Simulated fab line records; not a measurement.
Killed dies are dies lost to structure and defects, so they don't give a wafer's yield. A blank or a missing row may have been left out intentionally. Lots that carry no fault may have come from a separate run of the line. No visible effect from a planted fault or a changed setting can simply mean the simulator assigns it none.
Comparing a struck lot with a sound one -- flow nandHarc -- 15 out of 1302 route steps
Sound: these wafers, L743.1, L743.2, L743.6. Wafers struck: L732.1, L732.3, L732.6. The cause is given at the end.
Order at every step that has rows: each side's tool, ch and its chambers, its first start. Under that, the readings that differ: sound wafers -- struck wafers -- difference of the means -- sigmas: that difference in standard deviations of wafers without a fault.
alike: readings with means less than 2 such deviations apart, plus words and numbers identical on both sides. not compared: withheld readings, readings lacking a value on some wafer, bounds such as >300 that could conceal the same value, and numbers that have no deviation in the record and whose values overlap.
A row with sigmas, a row that says differs or no value, or rows on one side alone: a step with any of these is where the two part. Numbers that don't overlap but have no deviation are shown without sigmas and don't part them. A reading that every wafer of one side lacks parts them only if that side has two wafers or more.

first, 6 steps without rows for these wafers: NHARC_THIN_TSV_COAT_27; NHARC_THIN_TSV_SOFTBAKE_28 (time 95 s); NHARC_THIN_TSV_EBR_29; NHARC_THIN_TSV_EXPOSE_30 (exposes mask PAD); NHARC_THIN_TSV_PEB_31 (peb time 85 s); NHARC_THIN_TSV_DEVELOP_32 (time 70 s).
NHARC_THIN_TSV_CD_MEAS_33: target cd 5000 nm.
  sound on cdSem-01 ch 0, day 32 09:52; struck on cdSem-03 ch 0, day 28 00:08
  alike: cdNm
then, 1 step without rows for these wafers: NHARC_THIN_TSV_HARDBAKE_34 (time 80 s).
NHARC_THIN_TSV_DESCUM_35: chemistry O2, time 3 s.
  sound on rieDiel-03 ch 0,1,2, day 32 10:02; struck on rieDiel-09 ch 1,2, day 28 00:19
  alike: drypumpMotorCurrentA, oesProductAu, rfVppV, showerheadPlenumPTorr, throttleValvePct
  not compared: rfHoursCounterH
NHARC_THIN_TSV_ETCH_59: etches the open film in Cl2/BCl3, target depth 880 nm, time 138.1 s.
  sound on rieMetal-02 ch 0,1, day 32 10:10; struck on rieMetal-01 ch 0,1, day 28 00:26
  alike: biasW, drypumpMotorCurrentA, oesProductAu, rfFwdPowerW, throttleValvePct
  not compared: rfHoursCounterH
NHARC_THIN_TSV_ETCH_36: etches the open film in Cl2/BCl3, target depth 65 nm, time 18.571 s.
  sound on rieMetal-02 ch 0,1, day 32 10:25; struck on rieMetal-01 ch 0,1, day 28 00:41
  alike: drypumpMotorCurrentA, oesProductAu
  not compared: rfHoursCounterH
NHARC_THIN_TSV_STRIP_56: strips in O2.
  sound on plasmaAsher-01 ch 0,1, day 32 10:31; struck on plasmaAsher-02 ch 0,1, day 28 00:47
  alike: drypumpMotorCurrentA, heaterPowerW
  not compared: rfHoursCounterH
NHARC_THIN_TSV_STRIP_57: strips in post etch residue remover, time 1200 s.
  sound on wetBench-10 ch 0,3,7, day 32 10:52; struck on wetBench-10 ch 0,5,6, day 28 01:08
  no value came back on the struck wafers for bathGuardTempC (C), bathHeatDutyPct (%), timeS (s); on the sound wafers bathGuardTempC (C) reads 73.1 72.6 72.2
NHARC_THIN_TSV_CD_MEAS_37:
  sound: cdSem-01 at day 32 11:18; struck: cdSem-03 at day 28 01:35
  alike: cdNm
NHARC_END_SORT_01:
  here the record holds rows for the struck wafers (prober-01 ch 0, day 28 07:43) but none for the sound ones

WHERE THEY PART
Last at NHARC_END_SORT_01 as far as this record goes, first at NHARC_THIN_TSV_STRIP_57.

WHY: what the simulator had put in
Skipped step whole: wetBench-10, from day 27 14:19 on, at NHARC_THIN_TSV_STRIP_57. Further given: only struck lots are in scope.
